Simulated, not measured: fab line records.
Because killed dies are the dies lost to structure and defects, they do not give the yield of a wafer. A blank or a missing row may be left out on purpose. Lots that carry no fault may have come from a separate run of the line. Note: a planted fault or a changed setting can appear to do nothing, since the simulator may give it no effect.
Chamber matching + flow n5Finfet + rieDiel-01 running N5_BEOL_M1_STRIP_36: 4 sister chambers
The step strips in N2/H2. 8 wafers are shown with their chamber, then 10 later ones without.

## WAFERS, EACH WITH ITS CHAMBER
| wafer  | chamber | showerheadPlenumPTorr (Torr) | drypumpMotorCurrentA (A) |
|--------|---------|------------------------------|--------------------------|
| L080.1 | 3       | 2.61                         | 5.1                      |
| L080.6 | 0       | 2.55                         | 5.6                      |
| L084.1 | 1       | 2.57                         | 5.7                      |
| L084.2 | 0       | 2.55                         | 5.6                      |
| L087.2 | 1       | 2.57                         | 5.7                      |
| L087.6 | 2       | 2.46                         | 5.7                      |
| L088.1 | 2       | 2.46                         | 5.7                      |
| L088.3 | 3       | 2.60                         | 5.2                      |

## WAFERS WHOSE CHAMBER IS MISSING
| wafer  | showerheadPlenumPTorr (Torr) | drypumpMotorCurrentA (A) |
|--------|------------------------------|--------------------------|
| L088.4 | 2.57                         | 5.7                      |
| L090.2 | 2.54                         | 5.7                      |
| L090.5 | 2.55                         | 5.7                      |
| L090.6 | 2.60                         | 5.2                      |
| L095.1 | 2.46                         | 5.7                      |
| L095.2 | 2.60                         | 5.2                      |
| L095.4 | 2.56                         | 5.7                      |
| L094.1 | 2.56                         | 5.8                      |
| L094.2 | 2.54                         | 5.6                      |
| L094.6 | 2.60                         | 5.2                      |

## WHICH CHAMBER EACH WENT THROUGH
| wafer  | from the rows above     | in truth |
|--------|-------------------------|----------|
| L088.4 | 1                       | 1        |
| L090.2 | 0                       | 0        |
| L090.5 | 0                       | 0        |
| L090.6 | 3                       | 3        |
| L095.1 | 2                       | 2        |
| L095.2 | 3                       | 3        |
| L095.4 | can't be placed: 1 or 0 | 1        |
| L094.1 | 1                       | 1        |
| L094.2 | 0                       | 0        |
| L094.6 | 3                       | 3        |
9 of 10 placed correctly. Can't be placed from these rows: 1 (the true chamber is among the candidates in 1). Placed wrongly: 0.
How it was worked out, from the rows above alone: a wafer's distance from a chamber is the root of the sum, over the readings, of the square of ((its reading less the chamber's mean) divided by the reading's scatter). If the next closest chamber is less than 2 further off than the closest, the wafer can't be placed; otherwise it belongs to the closest. For every chamber, the mean is computed from those of its wafers that are shown. How the scatter is found: for the shown wafers, subtract from each reading the mean of its chamber, square and add these, divide the total by (wafers less chambers), then take the root.
